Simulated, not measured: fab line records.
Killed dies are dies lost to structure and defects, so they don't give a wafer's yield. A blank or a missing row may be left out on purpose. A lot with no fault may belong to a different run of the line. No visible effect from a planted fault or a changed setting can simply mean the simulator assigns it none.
Chamber matching || flow n5-finfet || N5_BEOL_M2_ALD_98 on ald-sin-04: 4 sister chambers
The step deposits SiO2, target thk 2.5 nm, pulse time 1 s, co reactant pulse time 1 s. 8 wafers are shown with their chamber, then 11 later ones without.

== WAFERS WITH THEIR CHAMBER ==
{"wafer": "L078.3", "chamber": 1, "heater-power-w (W)": 80, "precursor-pulse-height-rel": 1.031}
{"wafer": "L079.1", "chamber": 0, "heater-power-w (W)": 80, "precursor-pulse-height-rel": 1.007}
{"wafer": "L079.4", "chamber": 1, "heater-power-w (W)": 79, "precursor-pulse-height-rel": 1.030}
{"wafer": "L079.6", "chamber": 3, "heater-power-w (W)": 84, "precursor-pulse-height-rel": 0.999}
{"wafer": "L090.4", "chamber": 0, "heater-power-w (W)": 81, "precursor-pulse-height-rel": 0.999}
{"wafer": "L090.5", "chamber": 2, "heater-power-w (W)": 74, "precursor-pulse-height-rel": 1.066}
{"wafer": "L090.6", "chamber": 3, "heater-power-w (W)": 82, "precursor-pulse-height-rel": 1.025}
{"wafer": "L091.1", "chamber": 2, "heater-power-w (W)": 73, "precursor-pulse-height-rel": 0.972}

== WAFERS WITHOUT THEIR CHAMBER ==
{"wafer": "L091.2", "heater-power-w (W)": 84, "precursor-pulse-height-rel": 1.007}
{"wafer": "L091.4", "heater-power-w (W)": 78, "precursor-pulse-height-rel": 0.974}
{"wafer": "L092.4", "heater-power-w (W)": 80, "precursor-pulse-height-rel": 0.998}
{"wafer": "L092.5", "heater-power-w (W)": 71, "precursor-pulse-height-rel": 0.983}
{"wafer": "L092.6", "heater-power-w (W)": 79, "precursor-pulse-height-rel": 0.991}
{"wafer": "L096.1", "heater-power-w (W)": 86, "precursor-pulse-height-rel": 1.019}
{"wafer": "L096.5", "heater-power-w (W)": 79, "precursor-pulse-height-rel": 1.031}
{"wafer": "L096.6", "heater-power-w (W)": 79, "precursor-pulse-height-rel": 0.970}
{"wafer": "L097.1", "heater-power-w (W)": 80, "precursor-pulse-height-rel": 1.015}
{"wafer": "L097.3", "heater-power-w (W)": 73, "precursor-pulse-height-rel": 1.028}
{"wafer": "L097.5", "heater-power-w (W)": 84, "precursor-pulse-height-rel": 0.995}

== THE CHAMBER EACH PASSED THROUGH ==
{"wafer": "L091.2", "from the rows above": 3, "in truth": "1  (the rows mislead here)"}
{"wafer": "L091.4", "from the rows above": "can't be placed: 1 or 0", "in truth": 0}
{"wafer": "L092.4", "from the rows above": "can't be placed: 0 or 1", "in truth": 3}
{"wafer": "L092.5", "from the rows above": 2, "in truth": 2}
{"wafer": "L092.6", "from the rows above": "can't be placed: 1 or 0", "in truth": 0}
{"wafer": "L096.1", "from the rows above": 3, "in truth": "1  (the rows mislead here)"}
{"wafer": "L096.5", "from the rows above": "can't be placed: 1 or 0", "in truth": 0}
{"wafer": "L096.6", "from the rows above": "can't be placed: 1 or 0", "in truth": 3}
{"wafer": "L097.1", "from the rows above": "can't be placed: 0 or 1", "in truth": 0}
{"wafer": "L097.3", "from the rows above": 2, "in truth": 2}
{"wafer": "L097.5", "from the rows above": 3, "in truth": 3}
Correct placement for 3 of the 11. Cannot be placed on the basis of these rows: 6; the candidates contain the true chamber in 4. Number placed wrongly: 2.
How it was worked out, from the rows above alone: a wafer's distance from a chamber is the root of the sum, over the readings, of the square of ((its reading less the chamber's mean) divided by the reading's scatter). The wafer belongs to the nearest chamber; if the next one is less than 2 further off, it can't be placed. The mean given for a chamber averages the wafers shown for that chamber. The scatter is the square root of a quotient: the sum, over the shown wafers, of each reading's squared deviation from its chamber's mean, divided by wafers minus chambers.
